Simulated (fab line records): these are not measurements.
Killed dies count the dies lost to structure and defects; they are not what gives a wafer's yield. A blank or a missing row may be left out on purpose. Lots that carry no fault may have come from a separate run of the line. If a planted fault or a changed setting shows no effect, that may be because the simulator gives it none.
A lot that was struck, set against a sound lot -- flow n5Finfet -- 16 out of 1938 route steps
Sound: wafers L783.2, L783.5, L783.6. Wafers struck: L774.3, L774.5, L774.6. The cause is named last.
For every step that has rows: the tool of each side, followed by ch and its chambers, followed by its first start. Under that, the readings that differ: sound wafers -- struck wafers -- difference of the means -- sigmas: that difference in standard deviations of wafers without a fault.
alike: readings whose means differ by less than 2 such deviations, and words and numbers that are the same on both sides. not compared: withheld readings, readings that some wafer has no value for, bounds like >300 that may hide the same value, and numbers for which the record gives no deviation and whose values overlap.
The two part at a step that has a row with sigmas, a row that says differs or no value, or rows on one side only. Numbers that don't overlap but have no deviation are shown without sigmas and don't part them. A reading that every wafer of one side lacks parts them only if that side has two wafers or more.

first, 4 steps without rows for these wafers: N5_HKMG_FIN_SOFTBAKE_07 (time 60 s); N5_HKMG_FIN_EXPOSE_09 (exposes mask NWFM); N5_HKMG_FIN_PEB_10 (peb time 60 s); N5_HKMG_FIN_DEVELOP_11 (develop time 30 s).
N5_HKMG_FIN_CD_MEAS_12: the cd target is 92.8 nm.
  sound on cdSem-02 ch 0, day 9 13:53; struck on cdSem-02 ch 0, day 7 03:17
  alike: cdNm
N5_HKMG_FIN_OVL_MEAS_13:
  sound on overlay-01 ch 0, day 9 13:55; struck on overlay-01 ch 0, day 7 03:19
  alike: NWFM_OVL
N5_HKMG_FIN_INSPECT_14: inspects for defects (macro).
  sound on defectInspect-01 at day 9 13:56; struck on defectInspect-02 at day 7 03:20
  alike: rawDefectCount
N5_HKMG_FIN_DESCUM_17: chemistry O2, time 7.9 s.
  sound on rieDiel-02 ch 2,3, day 9 14:12; struck on rieDiel-06 ch 0,1,3, day 7 03:55
  alike: drypumpMotorCurrentA, oesProductAu, rfVppV, showerheadPlenumPTorr, throttleValvePct
  not compared: rfHoursCounterH
N5_HKMG_FIN_ETCH_31: etches SiARC in CF4, target depth 45.5 nm, time 75.8 s.
  sound on rieDiel-02 ch 2,3, day 9 14:14; struck on rieDiel-06 ch 0,1,3, day 7 03:57
  alike: biasW, drypumpMotorCurrentA, etchRfOnTimeS, oesProductAu, rfVppV, showerheadPlenumPTorr, throttleValvePct
  not compared: rfHoursCounterH
N5_HKMG_FIN_ETCH_32: etches SOC in N2/H2, target depth 240 nm, time 300 s.
  sound on rieDiel-02 ch 2,3, day 9 14:17; struck on rieDiel-06 ch 0,1,3, day 7 04:01
  alike: biasW, drypumpMotorCurrentA, oesProductAu, rfVppV, showerheadPlenumPTorr, throttleValvePct
  not compared: rfHoursCounterH
then, 1 step without rows for these wafers: N5_HKMG_FIN_STRIP_33 (strips in N2/H2).
N5_HKMG_FIN_STRIP_34: strips in CF4.
  sound on rieDiel-02 ch 2,3, day 9 14:29; struck on rieDiel-06 ch 0,1,3, day 7 04:12
  alike: drypumpMotorCurrentA, oesProductAu, rfVppV, showerheadPlenumPTorr, throttleValvePct
  not compared: rfHoursCounterH
N5_HKMG_FIN_ETCH_35: etches SOC in N2/H2, target depth 215.8 nm, time 243.4 s.
  sound on rieDiel-02 ch 2,3, day 9 14:30; struck on rieDiel-06 ch 0,1,3, day 7 04:13
reading,sound,struck,difference,sigmas
biasW (W),4.999 5.008 4.981,4.800 4.824 4.795,-0.190,-12
rfVppV (V),141.5 142.0 140.7,139.2 137.3 136.7,-3.7,-3
  alike: drypumpMotorCurrentA, oesProductAu, showerheadPlenumPTorr, throttleValvePct
  not compared: rfHoursCounterH
N5_HKMG_FIN_STRIP_92: strips SOC in N2/H2, time 20 s.
  sound on rieDiel-02 ch 2,3, day 9 14:39; struck on rieDiel-06 ch 0,1,3, day 7 04:22
  alike: drypumpMotorCurrentA, oesProductAu, rfVppV, showerheadPlenumPTorr, throttleValvePct
  not compared: rfHoursCounterH
-- a jump in the record: the struck wafers' starts before and after are 4 days apart (it breaks off in module HKMG_FIN and resumes in module BEOL_M4, where the first step shown is number 1111 of the route) --
N5_BEOL_M4_RC_MEAS_101:
  sound on prober-01 ch 0, day 13 01:19; struck on prober-02 ch 0, day 10 21:26
reading,sound,struck,difference,sigmas
SS_N (mV/dec),72.1 71.5 70.4,72.6 72.5 72.6,+1.2,+2
  alike: DIBL_N, DIBL_P, IOFF_N, IOFF_P, ION_N, ION_P, SS_P, VT_N, VT_P
-- here the record skips 4 days between the struck wafers' starts before and after, leaving off in module BEOL_M4 and picking up in module PASSIVATION (first step shown: number 1936 of the route) --
N5_PASSIVATION_PROBE_49:
  sound on prober-01 at day 17 00:32; struck on prober-01 at day 15 00:20
  alike: defectLimitedYield, killed_at_M0_to_M3, killed_at_M4_up, killedAtContacts, killedAtFrontEnd, killedAtOther, killedDies, killedOnRim, killedOpen, killedShort, sort_bin_5_function, sort_bin_6_memory, sortNPass, sortYieldPct

WHERE THEY PART
First at N5_HKMG_FIN_ETCH_35; last, within this record, at N5_BEOL_M4_RC_MEAS_101. Later steps at which nothing parts them and some readings are alike: N5_PASSIVATION_PROBE_49.

WHY: the cause the simulator had injected
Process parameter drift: rieDiel-06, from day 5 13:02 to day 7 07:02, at N5_HKMG_FIN_ETCH_35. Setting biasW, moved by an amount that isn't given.
